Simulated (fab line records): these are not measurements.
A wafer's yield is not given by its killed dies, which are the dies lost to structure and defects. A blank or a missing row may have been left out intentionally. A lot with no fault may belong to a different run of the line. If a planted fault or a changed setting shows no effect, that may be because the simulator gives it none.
fab line records | flow nand-harc
record: lots: 14 wafers: 42 last-day: 24
route steps=1159 shown A_CONTACT@959 THIN_TSV@1124 END@1159
lots that met no fault: taken from a fault-free run of the same line
start-h: the number of hours between the record's first day and the start of the first shown wafer of the lot | wait-h: hours from the lot's prior step to this one | " same as the row above | L1.1+2: one row covering several wafers at once | - no value present, or no start provided | * or withheld: withheld | < > ~ a bound
route shown NAME@n: NAME is a module with steps in the file, n the number in the route of the first one | usual: mean and standard deviation over wafers with no fault | same: alike in all rows | chamber/n: place in a boat | sites: the reading at each site | _std_site: standard deviation across them | _edge_site: mean of outer sites minus mean of inner sites | radius-mm: how far each site lies from the wafer's centre | mask NAME#n: copy n | behind: the most recent tool/chamber to have shaped the wafer | hold: why the lot was held/for how many hours/how that ended | device: names the non-switching transistor (n, p or np) | end of line: the same wafers' tests at the end of the route | step lacking rows: just its recipe | killed: at the first sort, the dies lost to defects and structure; wafer yield is something else | map: dies across one wafer; x = killed, . = not, _ = none there
set.NAME: the run value of the setting; set.NAME@STEP: its run value at that earlier step | model.NAME: the simulator's own value behind a step, which no gauge read
steps of the route over a sample of lots; a table a step, a row a wafer
services: a tool's chamber out of use, with start hour (start-h, from the record's first day; less than 0 if before it), hours out, and reason
== steps ==
step: NHARC_A_CONTACT_CVD_19
recipe: target-thk-a: 3000 temp-c: 300 pressure-torr: 40 wf6-flow-sccm: 40 h2-flow-sccm: 1600 ar-flow-sccm: 1560 time-s: 802 material: W
usual: heater-power-w: 468/11 throttle-valve-pct: 8.11/0.28
columns lot.wafer tool chamber start-h wait-h heater-power-w throttle-valve-pct
L930.1 cvd-w-02 1 395.36 - 464 8.33
L930.3 " 0 " " 478 7.97
L930.5 " 0 " " 480 7.98
L931.2 cvd-w-02 1 408.53 - 478 8.11
L931.3 " 0 " " 481 7.96
L931.5 " 0 " " 482 8.15
L934.4 cvd-w-01 0 425.71 - 470 7.72
L934.3 " 1 " " 460 7.67
L934.5 " 1 " " 448 7.77
L935.1 cvd-w-01 0 430.91 - 470 8.20
L935.4 " 0 " " 464 8.15
L935.5 " 0 " " 474 7.83
L939.2 cvd-w-02 1 448.01 - 462 8.24
L939.4 " 1 " " 456 8.26
L939.5 " 1 " " 470 8.24
L940.4 cvd-w-01 1 454.61 - 451 7.66
L940.3 " 0 " " 472 7.81
L940.6 " 0 " " 456 7.99
L937.1 cvd-w-02 1 459.52 - 461 8.50
L937.4 " 0 " " 469 7.68
L937.6 " 0 " " 477 8.03
L938.3 cvd-w-01 1 459.60 - 455 7.60
L938.5 " 1 " " 457 7.56
L938.6 " 0 " " 480 8.13
L942.1 cvd-w-02 0 471.95 - 464 8.07
L942.2 " 1 " " 468 8.53
L942.3 " 1 " " 464 8.45
L941.2 cvd-w-02 0 472.80 - 474 7.94
L941.4 " 1 " " 464 8.34
L941.5 " 1 " " 464 8.25
L943.2 cvd-w-02 1 488.31 - 476 8.67
L943.4 " 1 " " 476 8.25
L943.5 " 0 " " 478 7.99
L944.4 cvd-w-02 0 489.30 - 465 8.12
L944.3 " 1 " " 472 8.47
L944.6 " 1 " " 469 8.71
L950.2 cvd-w-02 1 521.47 - 464 8.38
L950.5 " 1 " " 457 8.71
L950.6 " 0 " " 488 7.59
L949.4 cvd-w-02 1 524.49 - 464 8.45
L949.3 " 0 " " 502 7.93
L949.5 " 0 " " 487 8.06
step: NHARC_THIN_TSV_DEP_47
recipe: target-thk-a: 2000 temp-c: withheld pressure-torr: 6.5 rf-w: 900 teos-flow-sccm: 161.4 flow-sccm: 2650 target-thk-nm: 200 gas: O2 material: SiO2
usual: throttle-valve-pct: 15.7/0.58
columns lot.wafer tool chamber start-h wait-h throttle-valve-pct
L930.1 pecvd-01 1 434.09 - 15.6
L930.3 " 0 " " 15.4
L930.5 " 1 " " 15.7
L931.2 pecvd-04 2 440.89 - 15.3
L931.3 " 0 " " 16.1
L931.5 " 1 " " 16.1
L934.3 pecvd-04 0 459.36 - 16.3
L934.4 " 1 " " 16.0
L934.5 " 0 " " 16.0
L935.1 pecvd-03 0 467.48 - 16.4
L935.5 " 1 " " 16.0
L935.4 " 0 " " 16.4
L939.2 pecvd-04 1 481.23 - 16.1
L939.4 " 1 " " 16.2
L939.5 " 2 " " 15.2
L940.3 pecvd-03 2 488.22 - 14.5
L940.4 " 2 " " 14.5
L940.6 " 0 " " 16.1
L938.3 pecvd-01 0 499.40 - 15.7
L938.6 " 1 " " 15.6
L938.5 " 0 " " 15.3
L937.1 pecvd-03 2 500.37 - 14.6
L937.4 " 2 " " 14.7
L937.6 " 2 " " 14.8
L942.2 pecvd-01 0 503.62 - 15.5
L942.3 " 1 " " 15.7
L942.1 " 2 " " 16.3
L941.2 pecvd-03 2 504.74 - 14.5
L941.5 " 2 " " 14.7
L941.4 " 1 " " 15.5
L943.2 pecvd-03 2 530.26 - 14.6
L943.5 " 1 " " 15.5
L943.4 " 0 " " 16.1
L944.3 pecvd-03 1 531.64 - 15.3
L944.6 " 2 " " 14.5
L944.4 " 0 " " 16.1
L950.2 pecvd-03 1 551.98 - 15.4
L950.6 " 0 " " 16.3
L950.5 " 2 " " 14.5
L949.3 pecvd-03 0 560.94 - 16.1
L949.5 " 2 " " 14.8
L949.4 " 0 " " 16.1
step: NHARC_THIN_TSV_DEGAS_49
recipe: temp-c: 300 time-s: 120
usual: heater-power-w: 459/30
columns lot.wafer tool chamber start-h wait-h heater-power-w
L930.3 pvd-sputter-03 - 435.01 0.1 478
L930.1 " - " " 478
L930.5 " - " " 480
L931.2 pvd-sputter-03 - 441.81 0.1 479
L931.3 " - " " 479
L931.5 " - " " 488
L934.3 pvd-sputter-02 - 460.22 0.1 477
L934.4 " - " " 416
L934.5 " - " " 448
L935.4 pvd-sputter-03 - 468.33 0.1 452
L935.1 " - " " 478
L935.5 " - " " 462
L939.2 pvd-sputter-03 - 482.24 0.1 454
L939.4 " - " " 441
L939.5 " - " " 500
L940.3 pvd-sputter-01 - 489.18 0.1 440
L940.4 " - " " 463
L940.6 " - " " 455
L938.3 pvd-sputter-01 - 500.25 0.1 465
L938.5 " - " " 473
L938.6 " - " " 464
L937.4 pvd-sputter-01 - 501.46 0.1 437
L937.1 " - " " 445
L937.6 " - " " 449
L942.3 pvd-sputter-01 - 504.73 0.1 475
L942.2 " - " " 474
L942.1 " - " " 449
L941.4 pvd-sputter-03 - 505.77 0.1 425
L941.2 " - " " 458
L941.5 " - " " 471
L943.2 pvd-sputter-01 - 531.56 0.1 444
L943.4 " - " " 433
L943.5 " - " " 515
L944.4 pvd-sputter-02 - 532.67 0.1 412
L944.3 " - " " 439
L944.6 " - " " 439
L950.2 pvd-sputter-02 - 552.90 0.2 441
L950.5 " - " " 441
L950.6 " - " " 471
L949.3 pvd-sputter-03 - 561.82 0.1 427
L949.4 " - " " 495
L949.5 " - " " 423
step: NHARC_THIN_TSV_CD_MEAS_33
recipe: target-cd-nm: 5000 landing-energy-ev: 500
usual: cd-nm: 5000.1/2
columns lot.wafer tool chamber start-h wait-h cd-nm
L930.1 cd-sem-01 0 438.18 - 5000.8
L930.3 " 0 " " 5001.4
L930.5 " 0 " " 5000.0
L931.2 cd-sem-03 0 444.97 - 5003.1
L931.3 " 0 " " 5000.7
L931.5 " 0 " " 4999.8
L934.3 cd-sem-02 0 463.36 - 4999.6
L934.4 " 0 " " 5000.1
L934.5 " 0 " " 5002.3
L935.1 cd-sem-03 0 471.38 - 5000.1
L935.4 " 0 " " 5003.0
L935.5 " 0 " " 5002.2
L939.2 cd-sem-02 0 485.26 - 5000.4
L939.4 " 0 " " 4997.1
L939.5 " 0 " " 4999.3
L940.3 cd-sem-03 0 492.36 - 4997.3
L940.4 " 0 " " 4997.5
L940.6 " 0 " " 5000.7
L938.3 cd-sem-02 0 503.32 - 4999.7
L938.5 " 0 " " 5004.5
L938.6 " 0 " " 5000.8
L937.1 cd-sem-03 0 504.65 - 4996.8
L937.4 " 0 " " 4999.6
L937.6 " 0 " " 4997.6
L942.1 cd-sem-02 0 507.79 - 4999.0
L942.2 " 0 " " 5001.4
L942.3 " 0 " " 4999.1
L941.2 cd-sem-03 0 508.93 - 4999.5
L941.4 " 0 " " 5000.4
L941.5 " 0 " " 4999.3
L943.2 cd-sem-03 0 534.73 - 5003.6
L943.4 " 0 " " 4998.8
L943.5 " 0 " " 4999.6
L944.3 cd-sem-02 0 535.90 - 5001.6
L944.4 " 0 " " 4999.4
L944.6 " 0 " " 4999.4
L950.2 cd-sem-03 0 555.86 - 4997.1
L950.5 " 0 " " 4998.7
L950.6 " 0 " " 4997.0
L949.3 cd-sem-03 0 564.96 - 5001.1
L949.4 " 0 " " 5000.0
L949.5 " 0 " " 5002.0
step: NHARC_END_SORT_01
recipe: temp-c: 25
usual: killed-at-array: 24/8.8 killed-at-other: 0.7/0.99 killed-at-periphery: 3.5/2.6 killed-dies: 28/9.3 killed-open: 3.2/1.7 killed-short: 1.7/1.4
same: gross-dies: 677
columns lot.wafer tool chamber start-h wait-h killed-at-array killed-at-other killed-at-periphery killed-dies killed-open killed-short
L930.1 prober-02 0 455.82 2.5 17 0 8 25 1 2
L930.3 prober-02 0 457.39 3.1 20 0 6 26 3 1
L930.5 prober-02 0 458.95 3.6 22 0 7 29 2 1
L931.2 prober-01 0 456.63 2.8 15 0 1 16 1 3
L931.3 prober-01 0 457.43 3.1 14 0 1 15 1 1
L931.5 prober-01 0 459.03 3.7 17 0 1 18 1 1
L934.3 prober-01 0 473.87 3.1 12 2 0 14 5 0
L934.4 prober-01 0 474.67 3.4 13 2 1 16 5 2
L934.5 prober-01 0 475.46 3.7 11 1 3 15 5 0
L935.1 prober-02 0 480.62 2.5 20 1 1 22 1 1
L935.4 prober-02 0 483.00 3.4 25 1 1 27 3 1
L935.5 prober-02 0 483.79 3.7 30 0 0 30 2 0
L939.2 prober-02 0 495.21 2.9 17 0 7 24 1 2
L939.4 prober-02 0 496.81 3.4 22 2 5 29 2 1
L939.5 prober-02 0 497.61 3.7 24 0 2 26 5 4
L940.3 prober-01 0 505.74 3.1 31 0 0 31 2 2
L940.4 prober-01 0 506.53 3.4 15 1 2 18 1 2
L940.6 prober-01 0 508.11 4.0 33 0 2 35 3 2
L942.1 prober-01 0 514.04 2.5 24 1 9 34 5 3
L942.2 prober-01 0 514.85 2.8 20 1 6 27 2 3
L942.3 prober-01 0 515.66 3.1 26 3 9 38 4 2
L938.3 prober-02 0 515.62 3.1 29 0 2 31 1 1
L938.5 prober-02 0 517.22 3.7 25 1 5 31 1 1
L938.6 prober-02 0 518.02 4.0 24 0 6 30 3 0
L937.1 prober-02 0 521.81 2.5 17 1 3 21 4 1
L937.4 prober-02 0 524.20 3.4 19 1 3 23 6 2
L937.6 prober-02 0 525.79 4.0 21 0 6 27 4 0
L941.2 prober-01 0 522.64 2.8 19 0 5 24 7 1
L941.4 prober-01 0 524.21 3.3 18 1 2 21 3 1
L941.5 prober-01 0 525.00 3.6 14 0 3 17 4 4
L943.2 prober-01 0 544.47 2.8 25 2 6 33 4 1
L943.4 prober-01 0 546.05 3.4 29 1 2 32 5 0
L943.5 prober-01 0 546.85 3.7 32 1 2 35 7 1
L944.3 prober-02 0 545.37 3.1 22 0 4 26 3 1
L944.4 prober-02 0 546.18 3.4 26 0 4 30 2 2
L944.6 prober-02 0 547.78 4.0 18 0 4 22 2 1
L950.2 prober-02 0 570.82 2.8 22 0 4 26 5 2
L950.5 prober-02 0 573.21 3.7 26 2 3 31 6 0
L950.6 prober-02 0 574.01 4.0 64 2 2 68 3 1
L949.3 prober-01 0 575.66 3.1 68 0 2 70 3 1
L949.4 prober-01 0 576.46 3.4 29 1 0 30 2 1
L949.5 prober-01 0 577.25 3.7 74 1 0 75 3 2
killed by level:class
L930.1 P_CONTACT:chamber-film-flake=7 A_SLIT:chamber-film-flake=6 A_CHANNEL_HOLE_D1:chamber-film-flake=3 A_WL_FILL:chamber-film-flake=3 A_CONTACT:geometric-particle:short=2 A_CONTACT:geometric-particle:open=1 P_ZERO_WELL:chamber-film-flake=1 A_STAIRCASE:chamber-film-flake=1
L931.2 A_M0:chamber-film-flake=7 A_CHANNEL_HOLE_D1:chamber-film-flake=2 A_CHANNEL_HOLE_D1:geometric-particle:short=1 A_STAIRCASE:geometric-particle:short=1 A_CONTACT:geometric-particle:open=1 A_M0:geometric-particle:short=1 P_STI:chamber-film-flake=1 A_STAIRCASE:chamber-film-flake=1
L930.3 A_SLIT:chamber-film-flake=6 A_STAIRCASE:chamber-film-flake=5 A_WL_FILL:chamber-film-flake=4 P_CONTACT:chamber-film-flake=3 A_CONTACT:chamber-film-flake=2 P_GATE:geometric-particle:short=1 P_M0:geometric-particle:open=1 A_CHANNEL_FILL_D1:geometric-particle:open=1
L931.3 A_M0:chamber-film-flake=5 A_CONTACT:chamber-film-flake=3 A_CHANNEL_HOLE_D1:chamber-film-flake=2 A_WL_FILL:chamber-film-flake=2 P_CONTACT:geometric-particle:open=1 A_M0:geometric-particle:short=1 A_STAIRCASE:chamber-film-flake=1
L930.5 A_SLIT:chamber-film-flake=9 P_CONTACT:chamber-film-flake=4 A_CONTACT:chamber-film-flake=4 A_STAIRCASE:chamber-film-flake=3 A_CHANNEL_HOLE_D1:chamber-film-flake=3 P_GATE:chamber-film-flake=2 P_CONTACT:geometric-particle:open=1 A_ONON_D1:geometric-particle:short=1
L931.5 A_CHANNEL_HOLE_D1:chamber-film-flake=5 A_STAIRCASE:chamber-film-flake=5 A_M0:chamber-film-flake=3 P_M1:geometric-particle:open=1 A_M0:geometric-particle:short=1 A_SLIT:chamber-film-flake=1 A_WL_FILL:chamber-film-flake=1 A_CONTACT:chamber-film-flake=1
L934.3 A_CHANNEL_HOLE_D1:chamber-film-flake=4 A_CONTACT:chamber-film-flake=3 A_CONTACT:geometric-particle:open=2 THIN_TSV:chamber-film-flake=2 A_CHANNEL_HOLE_D1:geometric-particle:open=1 A_CHANNEL_FILL_D1:geometric-particle:open=1 A_BLC:geometric-particle:open=1
L934.4 A_CHANNEL_HOLE_D1:chamber-film-flake=3 A_CONTACT:geometric-particle:open=2 A_M0:geometric-particle:open=2 A_CONTACT:chamber-film-flake=2 THIN_TSV:chamber-film-flake=2 A_CHANNEL_FILL_D1:geometric-particle:open=1 A_CONTACT:geometric-particle:short=1 A_M0:geometric-particle:short=1
L934.5 A_CHANNEL_HOLE_D1:chamber-film-flake=5 A_CONTACT:geometric-particle:open=3 P_CONTACT:geometric-particle:open=1 A_WL_FILL:geometric-particle:open=1 P_ZERO_WELL:chamber-film-flake=1 P_GATE:chamber-film-flake=1 A_WL_FILL:chamber-film-flake=1 A_CONTACT:chamber-film-flake=1
L935.1 A_SLIT:chamber-film-flake=10 A_CHANNEL_HOLE_D1:chamber-film-flake=6 A_SOURCE_PLATE:geometric-particle:short=1 A_M0:geometric-particle:open=1 P_STI:chamber-film-flake=1 A_SGD_CUT:chamber-film-flake=1 A_CONTACT:chamber-film-flake=1 THIN_TSV:chamber-film-flake=1
L935.4 A_CHANNEL_HOLE_D1:chamber-film-flake=15 A_SLIT:chamber-film-flake=6 P_CONTACT:geometric-particle:open=1 A_SOURCE_PLATE:geometric-particle:open=1 A_ONON_D1:geometric-particle:open=1 STARTING-WAFER:geometric-particle:short=1 A_SGD_CUT:chamber-film-flake=1 A_CONTACT:chamber-film-flake=1
L935.5 A_CHANNEL_HOLE_D1:chamber-film-flake=16 A_SLIT:chamber-film-flake=5 A_SGD_CUT:chamber-film-flake=3 A_M1:chamber-film-flake=2 A_ONON_D1:geometric-particle:open=1 A_M1:geometric-particle:open=1 A_WL_FILL:chamber-film-flake=1 A_CONTACT:chamber-film-flake=1
L939.2 A_CHANNEL_HOLE_D1:chamber-film-flake=13 P_M0:chamber-film-flake=3 P_GATE:geometric-particle:open=1 P_M1:geometric-particle:short=1 A_ONON_D1:geometric-particle:short=1 P_GATE:chamber-film-flake=1 P_M2:chamber-film-flake=1 A_SGD_CUT:chamber-film-flake=1
L939.4 A_CHANNEL_HOLE_D1:chamber-film-flake=13 A_SGD_CUT:chamber-film-flake=4 P_ZERO_WELL:chamber-film-flake=2 P_M1:geometric-particle:open=1 A_WL_FILL:geometric-particle:short=1 STARTING-WAFER:geometric-particle:open=1 P_STI:chamber-film-flake=1 P_M2:chamber-film-flake=1
L939.5 A_CHANNEL_HOLE_D1:chamber-film-flake=10 A_STAIRCASE:geometric-particle:open=2 A_ZERO_WELL:chamber-film-flake=2 A_SGD_CUT:chamber-film-flake=2 A_CONTACT:chamber-film-flake=2 P_CONTACT:geometric-particle:short=1 A_SOURCE_PLATE:geometric-particle:short=1 A_SOURCE_PLATE:geometric-particle:open=1
L940.3 A_SLIT:chamber-film-flake=14 A_STAIRCASE:chamber-film-flake=5 A_CHANNEL_HOLE_D1:geometric-particle:open=2 A_CHANNEL_HOLE_D1:chamber-film-flake=2 A_WL_FILL:chamber-film-flake=2 A_CONTACT:chamber-film-flake=2 A_ONON_D1:geometric-particle:short=1 A_WL_FILL:geometric-particle:short=1
L940.4 A_SLIT:chamber-film-flake=4 A_CHANNEL_HOLE_D1:chamber-film-flake=3 A_STAIRCASE:chamber-film-flake=3 A_WL_FILL:geometric-particle:short=2 A_SOURCE_PLATE:geometric-particle:open=1 P_ZERO_WELL:chamber-film-flake=1 P_CONTACT:chamber-film-flake=1 A_CHANNEL_FILL_D1:chamber-film-flake=1
L940.6 A_SLIT:chamber-film-flake=13 A_STAIRCASE:chamber-film-flake=5 A_M1:chamber-film-flake=4 A_CHANNEL_FILL_D1:chamber-film-flake=2 A_SGD_CUT:chamber-film-flake=2 A_WL_FILL:chamber-film-flake=2 P_CONTACT:geometric-particle:short=1 P_CONTACT:geometric-particle:open=1
L942.1 A_CHANNEL_HOLE_D1:chamber-film-flake=15 P_STI:chamber-film-flake=3 A_CONTACT:chamber-film-flake=3 P_M0:geometric-particle:short=2 A_CONTACT:geometric-particle:open=2 A_CHANNEL_FILL_D1:chamber-film-flake=2 P_M0:geometric-particle:open=1 P_M1:geometric-particle:short=1
L942.2 A_CHANNEL_HOLE_D1:chamber-film-flake=10 A_STAIRCASE:chamber-film-flake=4 P_ZERO_WELL:chamber-film-flake=2 P_STI:chamber-film-flake=2 P_M0:geometric-particle:short=1 A_ONON_D1:geometric-particle:short=1 A_CHANNEL_FILL_D1:geometric-particle:open=1 A_CONTACT:geometric-particle:open=1
L938.3 A_SLIT:chamber-film-flake=18 A_CONTACT:chamber-film-flake=3 A_ZERO_WELL:chamber-film-flake=2 A_CHANNEL_HOLE_D1:chamber-film-flake=2 A_STAIRCASE:chamber-film-flake=2 P_M0:geometric-particle:open=1 A_SOURCE_PLATE:geometric-particle:short=1 P_M2:chamber-film-flake=1
L942.3 A_CHANNEL_HOLE_D1:chamber-film-flake=18 P_STI:chamber-film-flake=8 HYBRID_BOND:chamber-film-flake=3 A_CONTACT:geometric-particle:open=2 A_SOURCE_PLATE:geometric-particle:open=1 A_ONON_D1:geometric-particle:short=1 A_CHANNEL_FILL_D1:geometric-particle:short=1 A_M0:geometric-particle:open=1
L938.5 A_SLIT:chamber-film-flake=14 A_CHANNEL_HOLE_D1:chamber-film-flake=4 A_STAIRCASE:chamber-film-flake=3 P_M2:chamber-film-flake=2 A_SGD_CUT:chamber-film-flake=2 P_M0:geometric-particle:open=1 A_CHANNEL_HOLE_D1:geometric-particle:short=1 P_ZERO_WELL:chamber-film-flake=1
L938.6 A_SLIT:chamber-film-flake=9 A_CHANNEL_HOLE_D1:chamber-film-flake=6 P_M2:chamber-film-flake=4 A_WL_FILL:chamber-film-flake=4 A_ONON_D1:geometric-particle:open=1 A_CHANNEL_FILL_D1:geometric-particle:open=1 A_CONTACT:geometric-particle:open=1 P_STI:chamber-film-flake=1
L937.1 A_CHANNEL_HOLE_D1:chamber-film-flake=13 P_GATE:chamber-film-flake=2 P_M1:geometric-particle:open=1 A_CHANNEL_FILL_D1:geometric-particle:open=1 A_BLC:geometric-particle:open=1 A_M0:geometric-particle:open=1 STARTING-WAFER:geometric-particle:short=1 A_BLC:chamber-film-flake=1
L941.2 A_CHANNEL_HOLE_D1:chamber-film-flake=6 A_WL_FILL:chamber-film-flake=5 P_M0:geometric-particle:open=2 A_M0:geometric-particle:open=2 A_CHANNEL_FILL_D1:chamber-film-flake=2 P_GATE:geometric-particle:open=1 A_WL_FILL:geometric-particle:open=1 A_CONTACT:geometric-particle:open=1
L937.4 A_CHANNEL_HOLE_D1:chamber-film-flake=12 A_WL_FILL:geometric-particle:open=2 P_ZERO_WELL:chamber-film-flake=2 P_CONTACT:geometric-particle:open=1 A_ONON_D1:geometric-particle:open=1 A_SGD_CUT:geometric-particle:short=1 A_CONTACT:geometric-particle:short=1 A_BLC:geometric-particle:open=1
L941.4 A_CHANNEL_HOLE_D1:chamber-film-flake=7 A_STAIRCASE:chamber-film-flake=3 A_CHANNEL_FILL_D1:chamber-film-flake=2 A_WL_FILL:chamber-film-flake=2 A_CONTACT:geometric-particle:open=1 A_CONTACT:geometric-particle:short=1 A_BLC:geometric-particle:open=1 STARTING-WAFER:geometric-particle:open=1
L941.5 A_CHANNEL_HOLE_D1:chamber-film-flake=3 P_GATE:geometric-particle:open=2 A_CHANNEL_HOLE_D1:geometric-particle:short=2 A_CHANNEL_FILL_D1:chamber-film-flake=2 A_WL_FILL:chamber-film-flake=2 P_M2:geometric-particle:short=1 A_CHANNEL_FILL_D1:geometric-particle:open=1 A_WL_FILL:geometric-particle:short=1
L937.6 A_CHANNEL_HOLE_D1:chamber-film-flake=13 P_ZERO_WELL:chamber-film-flake=4 A_M1:chamber-film-flake=3 A_BLC:geometric-particle:open=2 P_GATE:geometric-particle:open=1 A_CHANNEL_FILL_D1:geometric-particle:open=1 P_GATE:chamber-film-flake=1 A_CHANNEL_FILL_D1:chamber-film-flake=1
L943.2 A_CHANNEL_HOLE_D1:chamber-film-flake=20 P_M0:geometric-particle:open=2 P_GATE:chamber-film-flake=2 A_BLC:chamber-film-flake=2 THIN_TSV:chamber-film-flake=2 P_CONTACT:geometric-particle:open=1 P_M2:geometric-particle:short=1 A_WL_FILL:geometric-particle:open=1
L944.3 A_SLIT:chamber-film-flake=8 A_CONTACT:chamber-film-flake=5 A_CHANNEL_HOLE_D1:chamber-film-flake=4 P_CONTACT:chamber-film-flake=3 A_STAIRCASE:chamber-film-flake=2 P_GATE:geometric-particle:short=1 A_SOURCE_PLATE:geometric-particle:open=1 A_BLC:geometric-particle:open=1
L943.4 A_CHANNEL_HOLE_D1:chamber-film-flake=20 A_BLC:chamber-film-flake=3 P_CONTACT:geometric-particle:open=1 A_SOURCE_PLATE:geometric-particle:open=1 A_CHANNEL_FILL_D1:geometric-particle:open=1 A_CONTACT:geometric-particle:open=1 A_BLC:geometric-particle:open=1 P_GATE:chamber-film-flake=1
L944.4 A_SLIT:chamber-film-flake=11 A_CHANNEL_HOLE_D1:chamber-film-flake=6 A_CONTACT:chamber-film-flake=5 P_CONTACT:chamber-film-flake=4 A_CHANNEL_FILL_D1:geometric-particle:open=1 A_SGD_CUT:geometric-particle:short=1 A_BLC:geometric-particle:short=1 A_M1:geometric-particle:open=1
L943.5 A_CHANNEL_HOLE_D1:chamber-film-flake=16 A_BLC:chamber-film-flake=4 A_CONTACT:chamber-film-flake=3 A_CHANNEL_FILL_D1:geometric-particle:open=2 A_BLC:geometric-particle:open=2 A_STAIRCASE:chamber-film-flake=2 P_CONTACT:geometric-particle:short=1 A_CONTACT:geometric-particle:open=1
L944.6 A_SLIT:chamber-film-flake=6 P_CONTACT:chamber-film-flake=4 A_CONTACT:chamber-film-flake=4 A_CHANNEL_HOLE_D1:chamber-film-flake=3 A_SOURCE_PLATE:geometric-particle:short=1 A_CONTACT:geometric-particle:open=1 A_M1:geometric-particle:open=1 A_CHANNEL_FILL_D1:chamber-film-flake=1
L950.2 A_SLIT:chamber-film-flake=10 P_M0:chamber-film-flake=2 A_CHANNEL_HOLE_D1:chamber-film-flake=2 A_STAIRCASE:chamber-film-flake=2 A_CONTACT:chamber-film-flake=2 P_M2:geometric-particle:open=1 A_ONON_D1:geometric-particle:open=1 A_CHANNEL_FILL_D1:geometric-particle:open=1
L950.5 A_SLIT:chamber-film-flake=10 A_CHANNEL_HOLE_D1:chamber-film-flake=5 A_STAIRCASE:chamber-film-flake=3 A_BLC:geometric-particle:open=2 A_CONTACT:chamber-film-flake=2 P_GATE:geometric-particle:open=1 A_CHANNEL_FILL_D1:geometric-particle:open=1 A_CONTACT:geometric-particle:open=1
L950.6 A_CONTACT:unspecified=38 A_SLIT:chamber-film-flake=15 A_CHANNEL_HOLE_D1:chamber-film-flake=4 A_CONTACT:chamber-film-flake=2 A_STAIRCASE:chamber-film-flake=2 THIN_TSV:chamber-film-flake=2 P_CONTACT:geometric-particle:open=1 P_M0:geometric-particle:open=1
L949.3 A_CONTACT:unspecified=36 A_SLIT:chamber-film-flake=15 A_CHANNEL_HOLE_D1:chamber-film-flake=6 A_STAIRCASE:chamber-film-flake=4 A_CONTACT:chamber-film-flake=4 P_GATE:geometric-particle:open=2 A_CHANNEL_HOLE_D1:geometric-particle:short=1 A_CONTACT:geometric-particle:open=1
L949.4 A_CHANNEL_HOLE_D1:chamber-film-flake=13 A_SLIT:chamber-film-flake=9 A_CONTACT:chamber-film-flake=3 A_ONON_D1:geometric-particle:open=1 A_SGD_CUT:geometric-particle:open=1 A_WL_FILL:geometric-particle:short=1 A_STAIRCASE:chamber-film-flake=1 THIN_TSV:chamber-film-flake=1
L949.5 A_CONTACT:unspecified=42 A_CHANNEL_HOLE_D1:chamber-film-flake=10 A_SLIT:chamber-film-flake=6 A_CONTACT:chamber-film-flake=6 A_STAIRCASE:chamber-film-flake=4 A_SOURCE_PLATE:geometric-particle:short=1 A_ONON_D1:geometric-particle:short=1 A_ONON_D1:geometric-particle:open=1
== services ==
columns tool chamber start-h hours kind
pecvd-04 - 376.16 13.0 pm
cvd-w-02 - 381.40 13.0 pm
cvd-w-02 0 381.40 13.0 vent-cycle
cvd-w-02 1 381.40 13.0 vent-cycle
pvd-sputter-02 - 392.00 10.0 pm
cvd-w-02 0 394.40 - clean
cvd-w-02 1 394.40 - clean
pecvd-01 - 418.18 13.0 pm
pvd-sputter-03 - 431.98 2.8 repair
pvd-sputter-01 - 432.26 2.1 repair
pvd-sputter-01 - 453.29 1.1 repair
pvd-sputter-03 - 458.00 10.0 pm
pecvd-03 - 473.20 13.0 pm
pecvd-03 0 473.20 13.0 vent-cycle
cvd-w-01 - 477.09 13.0 pm
pvd-sputter-03 - 489.02 4.4 repair
pecvd-03 1 493.33 9.8 repair
pvd-sputter-01 - 507.57 6.3 repair
pecvd-01 0 513.66 10.5 repair
pvd-sputter-01 - 514.07 10.0 pm
pvd-sputter-01 - 539.15 4.2 repair
pecvd-04 - 550.27 0.3 repair
cvd-w-02 1 556.37 14.8 repair
pecvd-04 - 557.34 13.0 pm
== key ==
first-sign: step: NHARC_END_SORT_01 reading: killed-at-array direction: up sigmas: 5.1 usual: 24 struck: 69
effect: step: NHARC_END_SORT_01 reading: killed-dies direction: up sigmas: 4.6 usual: 28 struck: 71
more-kills-born-at: NHARC_A_CONTACT_CVD_19@cvd-w-02: 116
met-at NHARC_A_CONTACT_CVD_19
struck-lots L949,L950
struck-wafers L949.3,L949.5,L950.6
tester-left-out L949,L950
not-acting-at NHARC_THIN_TSV_DEP_47,NHARC_THIN_TSV_DEGAS_49,NHARC_THIN_TSV_CD_MEAS_33
onset-between 489.30 521.47
fault: kind: chamber-particle-source tool: cvd-w-02 chamber: 0 onset-h: 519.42 steps: NHARC_A_CONTACT_CVD_19 rate-per-visit-cm2: 0.39462 end-h: 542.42
tester-left-out: of these lots the tester's yield and bins aren't shown, on N5 and GAA mostly nor the transistor test; their killed dies are dies lost to structure and defects alone, not to doping, threshold or leakage, so they don't give the yield
